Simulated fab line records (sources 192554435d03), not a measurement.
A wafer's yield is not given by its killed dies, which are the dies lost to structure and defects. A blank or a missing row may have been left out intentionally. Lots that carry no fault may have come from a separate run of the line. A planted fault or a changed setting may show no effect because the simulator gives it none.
Comparing a struck lot with a sound one || flow n5Finfet || 36 out of 1938 route steps
Sound: wafers L974.3, L974.4, L974.5. Struck: wafer L969.2. (L969.5 of the same lot was not struck and is left out.) The cause comes at the end.
For every step that has rows: the tool of each side, followed by ch and its chambers, followed by its first start. Under that, the readings that differ: sound wafers || struck wafers || difference of the means || sigmas: that difference in standard deviations of wafers without a fault.
alike: words and numbers the same on both sides, and readings whose means are apart by under 2 such deviations; not compared: readings that were withheld, readings missing a value for some wafer, numbers with overlapping values and no deviation given by the record, and bounds like >300 which may hide the same value.
A row with sigmas, a row that says differs or no value, or rows on one side alone: a step with any of these is where the two part. When numbers do not overlap yet have no deviation, they are printed without sigmas and do not part them. A reading missing from all wafers of one side parts the sides only when that side holds two or more wafers.

first, 9 steps without rows for these wafers: N5_MOL_CONTACT_COAG_PRECLEAN_127 (cleans in DIW, time 57.5 s); N5_MOL_CONTACT_COAG_SRD_128 (dry time 32 s); N5_MOL_CONTACT_COAG_CMP_52 (polishes, stops on SiO2, t overpolish 1.5 s, target thk 66.5 nm); N5_MOL_CONTACT_COAG_ANNEAL_112 (time 1800 s); N5_BEOL_M0_SAQP_PECVD_00 (deposits SiCN from 3MS/NH3, target thk 8 nm, time 14 s); N5_BEOL_M0_SAQP_ILD_DEP_01 (deposits SiOC from DEMS/O2, target thk 45.419 nm, time 8.7 s); N5_BEOL_M0_SAQP_HM_DEP_02 (deposits TiN, target thk 12 nm); N5_BEOL_M0_SAQP_PECVD_03 (deposits SiCN from 3MS/NH3, target thk 12 nm, time 21.1 s); N5_BEOL_M0_SAQP_PECVD_96 (deposits a-Si from SiH4/He, target thk 45 nm, time 45.2 s).
N5_BEOL_M0_SAQP_PECVD_97: deposits SiNx from SiH4/NH3/N2, target thk 23 nm, time 19.9 s.
  sound on pecvd-03 ch 0,2, day 9 06:16; struck on pecvd-02 ch 1, day 8 01:19
{"reading": "model.SiNx_of_BEOL_M0_SAQP_PECVD_97.thkNm (nm)", "sound": "23.2 23 23.2", "struck": 16.6, "difference": -6.5, "sigmas": ""}
  alike: heaterPowerW, showerheadPlenumPTorr, throttleValvePct
then, 24 steps without rows for these wafers: N5_BEOL_M0_SAQP_PECVD_04 (deposits a-Si from SiH4/He, target thk 60 nm, time 60.2 s); N5_BEOL_M0_SAQP_HM_DEP_111 (deposits SiO2 from SiH4/N2O, target thk 12 nm, time 7.2 s); N5_BEOL_M0_SAQP_COAT_81 (time 60 s, resist thk 100 nm); N5_BEOL_M0_SAQP_COAT_82 (time 60 s, resist thk 30 nm); N5_BEOL_M0_SAQP_COAT_08 (resist thk 90 nm); N5_BEOL_M0_SAQP_EBR_10; N5_BEOL_M0_SAQP_SOFTBAKE_09 (time 60 s); N5_BEOL_M0_SAQP_EXPOSE_11 (exposes mask M0 CORE, target cd 42 nm); N5_BEOL_M0_SAQP_PEB_12 (peb time 60 s); N5_BEOL_M0_SAQP_DEVELOP_13 (develop time 30 s); N5_BEOL_M0_SAQP_DESCUM_19 (chemistry O2, time 7.9 s); N5_BEOL_M0_SAQP_ETCH_83 (etches SiARC in CF4, target depth 39 nm, time 65 s); N5_BEOL_M0_SAQP_ETCH_84 (etches SOC in N2/H2, target depth 100 nm, overetch 20 nm, time 150 s); N5_BEOL_M0_SAQP_STRIP_80 (strips in N2/H2); N5_BEOL_M0_SAQP_HM_OPEN_112 (chemistry CHF3/O2, target SiO2, stops on a-Si, target depth 12 nm, time 13.5 s); N5_BEOL_M0_SAQP_STRIP_113 (strips in CHF3/O2); N5_BEOL_M0_SAQP_MANDREL_ETCH_20 (etches a-Si in HBr/Cl2, stops on SiNx, target depth 60 nm, bt time 10 s, time 30 s); N5_BEOL_M0_SAQP_STRIP_86 (strips in N2/H2); N5_BEOL_M0_SAQP_STRIP_115 (strips in post etch residue remover, time 60 s); N5_BEOL_M0_SAQP_SRD_93 (time 30 s); N5_BEOL_M0_SAQP_RECESS_114 (chemistry HF/NH3, target SiO2, target depth 14.4 nm, afs cycles 3, sublimation time 60 s); N5_BEOL_M0_SAQP_SPACER1_ALD_98 (deposits SiO2, target thk 12.8 nm, pulse time 1 s, purge time 2 s); N5_BEOL_M0_SAQP_SPACER1_ETCHBACK_99 (etches SiO2 in CHF3/O2, target depth 15.4 nm, time 7.7 s); N5_BEOL_M0_SAQP_MANDREL1_REMOVE_100 (chemistry HBr/Cl2/O2, target a-Si, stops on SiNx, bt time 10 s).
N5_BEOL_M0_SAQP_ETCH_106: etches SOC in N2/H2, stops on SiNx, target depth 150 nm.
  sound on rieDiel-04 ch 1,2, day 9 09:27; struck on rieDiel-02 ch 2, day 8 05:27
{"reading": "drypumpMotorCurrentA (A)", "sound": "6.1 6.1 5.5", "struck": 4.8, "difference": -1.1, "sigmas": -2}
{"reading": "oesProductAu (a.u.)", "sound": "0.67 0.67 0.70", "struck": 0.83, "difference": "+0.15", "sigmas": "+3"}
{"reading": "showerheadPlenumPTorr (Torr)", "sound": "2.40 2.40 2.52", "struck": 2.69, "difference": "+0.25", "sigmas": "+3"}
{"reading": "model.SiNx_of_BEOL_M0_SAQP_PECVD_97.thkNm (nm)", "sound": "15.4 15.2 15.6", "struck": 8.8, "difference": -6.6, "sigmas": ""}
  alike: chamberPressureMTorr, rfVppV, throttleValvePct
  not compared: rfHoursCounterH
-- record jumps: 4 days separate the struck wafers' starts on either side; left off in module BEOL_M0_SAQP, taken up again in module BEOL_M4, whose first shown step is the route's number 1111 --
N5_BEOL_M4_RC_MEAS_101:
  sound on prober-01 ch 0, day 14 05:32; struck on prober-01 ch 0, day 12 02:44
  alike: DIBL_N, DIBL_P, IOFF_N, IOFF_P, ION_N, ION_P, SS_N, SS_P, VT_N, VT_P

WHERE THEY PART
N5_BEOL_M0_SAQP_ETCH_106 only, going by this record. Later steps at which nothing parts them and some readings are alike: N5_BEOL_M4_RC_MEAS_101.

WHY: what had been put in by the simulator
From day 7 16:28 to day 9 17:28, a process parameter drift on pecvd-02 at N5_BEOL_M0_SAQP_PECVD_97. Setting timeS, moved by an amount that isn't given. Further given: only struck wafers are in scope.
